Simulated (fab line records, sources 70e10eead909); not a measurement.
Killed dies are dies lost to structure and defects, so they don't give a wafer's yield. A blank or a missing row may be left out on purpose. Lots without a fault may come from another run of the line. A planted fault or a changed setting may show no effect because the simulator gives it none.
Chamber matching | flow nand_harc | NHARC_P_ZERO_WELL_DESCUM_54 on rie_diel-04: 4 sister chambers
The step chemistry O2, time 3 s. 4 wafers are shown with their chamber, then 9 later ones without.

WAFERS WITH THEIR CHAMBER
wafer  | chamber | showerhead_plenum_p_Torr (Torr)
L082.1 | 3       | 1.81
L082.5 | 1       | 1.92
L083.4 | 2       | 1.76
L083.5 | 0       | 1.80

WAFERS WITHOUT THEIR CHAMBER
wafer  | showerhead_plenum_p_Torr (Torr)
L086.2 | 1.92
L086.4 | 1.76
L086.6 | 1.92
L089.1 | 1.80
L089.2 | 1.76
L089.4 | 1.79
L094.2 | 1.79
L094.3 | 1.91
L094.5 | 1.79

WHICH CHAMBER EACH WENT THROUGH
wafer  | from the rows above     | in truth
L086.2 | 1                       | 1
L086.4 | 2                       | 2
L086.6 | 1                       | 1
L089.1 | can't be placed: 0 or 3 | 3
L089.2 | 2                       | 2
L089.4 | can't be placed: 0 or 3 | 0
L094.2 | can't be placed: 0 or 3 | 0
L094.3 | 1                       | 1
L094.5 | can't be placed: 0 or 3 | 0
Placed correctly: 5 of 9. Can't be placed from these rows: 4 (the true chamber is among the candidates in 4). Placed wrongly: 0.
How it was worked out, from the rows above alone: a wafer's distance from a chamber is the root of the sum, over the readings, of the square of ((its reading less the chamber's mean) divided by the reading's scatter). The wafer belongs to the nearest chamber; if the next one is less than 2 further off, it can't be placed. A chamber's mean is the mean of its shown wafers. The scatter: with one shown wafer a chamber, the root of the mean of the squares of how far each hidden wafer lies from its nearest shown one.
